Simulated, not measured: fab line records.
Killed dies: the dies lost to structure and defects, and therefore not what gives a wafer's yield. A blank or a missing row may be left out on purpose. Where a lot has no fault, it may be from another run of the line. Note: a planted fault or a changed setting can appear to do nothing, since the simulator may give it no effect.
Matching of chambers | flow nandHarc | wetBench-10 running NHARC_A_M1_STRIP_19: 7 sister chambers
The step strips in post etch residue remover, time 600 s. 11 wafers are shown with their chamber, then 5 later ones without.

WAFERS, EACH WITH ITS CHAMBER
wafer  | chamber | bathHeatDutyPct (%) | runLengthS (s)
L160.5 | 1       | 13.4                | 602.7
L160.6 | 0       | 11.2                | 603.4
L168.1 | 6       | 9.8                 | 601.6
L168.4 | 7       | 13.9                | 602.0
L167.3 | 0       | 10.1                | 604.8
L167.5 | 7       | 14.0                | 601.0
L170.1 | 6       | 9.6                 | 601.8
L170.3 | 5       | 13.4                | 603.0
L170.5 | 3       | 13.9                | 604.2
L169.1 | 5       | 13.9                | 602.8
L169.5 | 4       | 12.5                | 603.6

WAFERS WITHOUT THEIR CHAMBER
wafer  | bathHeatDutyPct (%) | runLengthS (s)
L169.6 | 9.4                 | 601.9
L174.2 | 10.5                | 603.3
L174.5 | 14.0                | 602.8
L181.2 | 13.3                | 603.1
L181.3 | 13.0                | 601.3

WHICH CHAMBER EACH ONE RAN IN
wafer  | from the rows above               | in truth
L169.6 | 6                                 | 6
L174.2 | can't be placed: 0 or 6           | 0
L174.5 | can't be placed: 5 or 1 or 7 or 3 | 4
L181.2 | can't be placed: 1 or 5 or 4 or 3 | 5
L181.3 | can't be placed: 7 or 1 or 5 or 4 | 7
Correct placement for 1 of the 5. Can't be placed from these rows: 4 (the true chamber is among the candidates in 3). Wrongly placed: 0.
How it was worked out, from the rows above alone: a wafer's distance from a chamber is the root of the sum, over the readings, of the square of ((its reading less the chamber's mean) divided by the reading's scatter). The wafer belongs to the nearest chamber; if the next one is less than 2 further off, it can't be placed. A chamber's mean is the mean of its shown wafers. The scatter: take each reading less its chamber's mean, square it, sum over the shown wafers, divide by the number of wafers less the number of chambers, and take the root.
